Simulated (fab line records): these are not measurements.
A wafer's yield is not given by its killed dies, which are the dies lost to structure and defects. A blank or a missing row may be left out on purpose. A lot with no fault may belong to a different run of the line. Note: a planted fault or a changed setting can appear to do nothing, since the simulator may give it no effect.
Comparing a struck lot with a sound one :: flow nand-harc :: 23 steps out of a route of 1302
Sound: wafers L403.1, L403.5, L403.6. Struck: wafers L413.2, L413.4, L413.6. The cause comes at the end.
Each step with rows lists, per side, the tool, then ch with its chambers, then its first start. Under that, the readings that differ: sound wafers :: struck wafers :: difference of the means :: sigmas: that difference in standard deviations of wafers without a fault.
alike: words and numbers the same on both sides, and readings whose means are apart by under 2 such deviations; not compared: readings that were withheld, readings missing a value for some wafer, numbers with overlapping values and no deviation given by the record, and bounds like >300 which may hide the same value.
The two part at a step that has a row with sigmas, a row that says differs or no value, or rows on one side only. When numbers do not overlap yet have no deviation, they are printed without sigmas and do not part them. A reading that every wafer of one side lacks parts them only if that side has two wafers or more.

NHARC_A_BLC_CVD_24: deposits W, target thk 150 nm, time 434 s.
  sound on cvd-w-01 ch 0,1; struck on cvd-w-02 ch 0
reading: throttle-valve-pct (%)
sound: 7.86 7.78 7.66
struck: 8.36 8.29 8.35
difference: +0.57
sigmas: +2
  alike: chamber-pressure-Torr, heater-power-w
NHARC_A_BLC_CMP_25: polishes, t overpolish 30 s, target thk 150 nm.
  sound on cmp-04 ch 1,2,3, day 25 22:10; struck on cmp-02 ch 0,2,3, day 28 02:40
reading: time-to-endpoint-s (s)
sound: 29.8 32.4 34.8
struck: 25.5 26.9 28.2
difference: -5.5
sigmas: -2
  alike: motor-current-A, overpolish-run-s
next, for these wafers, 1 step has no rows: NHARC_A_BLC_SRD_27.
NHARC_A_BLC_INSPECT_28:
  struck on defect-inspect-02, day 28 03:02; sound on defect-inspect-01, day 25 22:31
  alike: raw-defect-count
then, 7 steps without rows for these wafers: NHARC_A_M0_DEP_00 (deposits SiOC, target thk 150 nm); NHARC_A_M0_DEHYDRATE_01 (time 120 s); NHARC_A_M0_HMDS_02 (time 30 s); NHARC_A_M0_COAT_33 (time 65 s); NHARC_A_M0_COAT_03 (resist thk 90 nm); NHARC_A_M0_SOFTBAKE_04 (time 55 s); NHARC_A_M0_EBR_05.
NHARC_A_M0_EXPOSE_06: exposes mask A M0, target cd 80 nm.
  sound on arfi-scanner-02 ch 0, day 25 23:16; struck on arfi-scanner-02 ch 0, day 28 03:41
reading: exposure-dose-mJ-cm2
sound: 83.32 83.20 83.14
struck: 88.26 88.25 88.24
difference: +5.03
sigmas: +61
  alike: mask
then, 2 steps without rows for these wafers: NHARC_A_M0_PEB_07 (peb time 65 s); NHARC_A_M0_DEVELOP_08 (develop time 35 s).
NHARC_A_M0_CD_MEAS_09 targets a cd of 80 nm.
  sound on cd-sem-03 ch 0, day 25 23:25; struck on cd-sem-01 ch 0, day 28 03:49
reading: cd-nm (nm)
sound: 79.3 79.4 79.6
struck: 83.3 83.5 83.7
difference: +4.1
sigmas: +6
NHARC_A_M0_OVL_MEAS_10: pitch 160 nm.
  struck on overlay-01, day 28 03:54; sound on overlay-02, day 25 23:30
reading: overlay-x-nm (nm)
sound: -2.0 -2.0 -2.0
struck: -0.1 -0.6 -0.4
difference: +1.6
sigmas: +2
  alike: overlay-y-nm
NHARC_A_M0_INSPECT_11:
  struck on defect-inspect-01, day 28 03:56; sound on defect-inspect-02, day 25 23:32
  alike: raw-defect-count
NHARC_A_M0_DESCUM_14: chemistry O2, time 3 s.
  sound on rie-diel-06 ch 1,2, day 25 23:37; struck on rie-diel-06 ch 0,2, day 28 04:01
reading: model.A_M0.cd-nm (nm)
sound: 80.12 78.32 80.57
struck: 83.72 82.8 84.11
difference: +3.87
sigmas: 
  alike: drypump-motor-current-A, oes-product-au, rf-vpp-V, showerhead-plenum-p-Torr, throttle-valve-pct
  not compared: rf-hours-counter-h
NHARC_A_M0_ETCH_34: etches the open film in N2/H2, target depth 40 nm, overetch 12 nm, time 43.94 s.
  sound on rie-diel-06 ch 0,1, day 25 23:42; struck on rie-diel-06 ch 0,1, day 28 04:05
  alike: drypump-motor-current-A, oes-product-au, rf-vpp-V, showerhead-plenum-p-Torr, throttle-valve-pct
  not compared: rf-hours-counter-h
NHARC_A_M0_ETCH_15: etches the open film in C4F8/Ar, target depth 150 nm, overetch 15 nm, time 82.5 s.
  sound on rie-diel-06 ch 0,2; struck on rie-diel-06 ch 1,3
reading: model.A_M0.cd-nm (nm)
sound: 79.64 78.31 79.99
struck: 83.28 83.07 83.77
difference: +4.06
sigmas: 
  alike: oes-product-au, rf-vpp-V
  not compared: rf-hours-counter-h
NHARC_A_M0_CD_MEAS_16:
  struck on cd-sem-01, day 28 04:18; sound on cd-sem-03, day 25 23:56
reading: cd-nm (nm)
sound: 80.1 78.5 79.9
struck: 83.2 82.6 83.8
difference: +3.7
sigmas: +4
NHARC_A_M0_STRIP_18: strips in N2/H2.
  sound on rie-diel-13 ch 2,3, day 26 00:01; struck on rie-diel-10 ch 0,3, day 28 04:22
  alike: drypump-motor-current-A, oes-product-au, rf-vpp-V, showerhead-plenum-p-Torr, throttle-valve-pct
  not compared: rf-hours-counter-h
NHARC_END_SORT_01:
  sound on prober-02 ch 0, day 27 15:25; struck on prober-01 ch 0, day 30 01:28
  alike: defect-limited-yield, killed-at-array, killed-at-other, killed-at-periphery, killed-dies, killed-open, killed-short

== WHERE THEY PART ==
Last at NHARC_A_M0_CD_MEAS_16 as far as this record goes, first at NHARC_A_BLC_CVD_24. Later steps at which nothing parts them and some readings are alike: NHARC_A_M0_STRIP_18, NHARC_END_SORT_01.

WHY: the cause the simulator had injected
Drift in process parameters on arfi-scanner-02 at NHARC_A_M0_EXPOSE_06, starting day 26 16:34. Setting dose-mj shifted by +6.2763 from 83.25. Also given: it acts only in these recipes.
